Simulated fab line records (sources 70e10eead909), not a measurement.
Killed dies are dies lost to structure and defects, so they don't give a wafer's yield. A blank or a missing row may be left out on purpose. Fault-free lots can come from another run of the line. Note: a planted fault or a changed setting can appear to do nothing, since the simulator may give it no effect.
Matching of chambers / flow nand-harc / NHARC_A_SLIT_DEP_23 on pecvd-03: 3 sister chambers
The step deposits SiON, target thk 100 nm. 3 wafers are shown with their chamber, then 7 later ones without.

EACH WAFER AND ITS CHAMBER
wafer=L188.5; chamber=1; heater-power-w (W)=849
wafer=L190.1; chamber=0; heater-power-w (W)=676
wafer=L190.3; chamber=2; heater-power-w (W)=824

WAFERS WHOSE CHAMBER IS MISSING
wafer=L190.5; heater-power-w (W)=825
wafer=L194.1; heater-power-w (W)=655
wafer=L194.3; heater-power-w (W)=842
wafer=L194.6; heater-power-w (W)=667
wafer=L193.4; heater-power-w (W)=821
wafer=L193.5; heater-power-w (W)=821
wafer=L193.6; heater-power-w (W)=603

WHICH CHAMBER EACH WENT THROUGH
wafer=L190.5; from the rows above=can't be placed: 2 or 1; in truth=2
wafer=L194.1; from the rows above=0; in truth=0
wafer=L194.3; from the rows above=can't be placed: 1 or 2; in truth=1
wafer=L194.6; from the rows above=0; in truth=0
wafer=L193.4; from the rows above=can't be placed: 2 or 1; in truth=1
wafer=L193.5; from the rows above=can't be placed: 2 or 1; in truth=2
wafer=L193.6; from the rows above=0; in truth=0
Placed correctly: 3 of 7. These rows do not allow placing 4 (true chamber among the candidates in 4). 0 placed wrongly.
How it was worked out, from the rows above alone: a wafer's distance from a chamber is the root of the sum, over the readings, of the square of ((its reading less the chamber's mean) divided by the reading's scatter). The wafer belongs to the nearest chamber; if the next one is less than 2 further off, it can't be placed. The mean given for a chamber averages the wafers shown for that chamber. The scatter: with one shown wafer a chamber, the root of the mean of the squares of how far each hidden wafer lies from its nearest shown one.
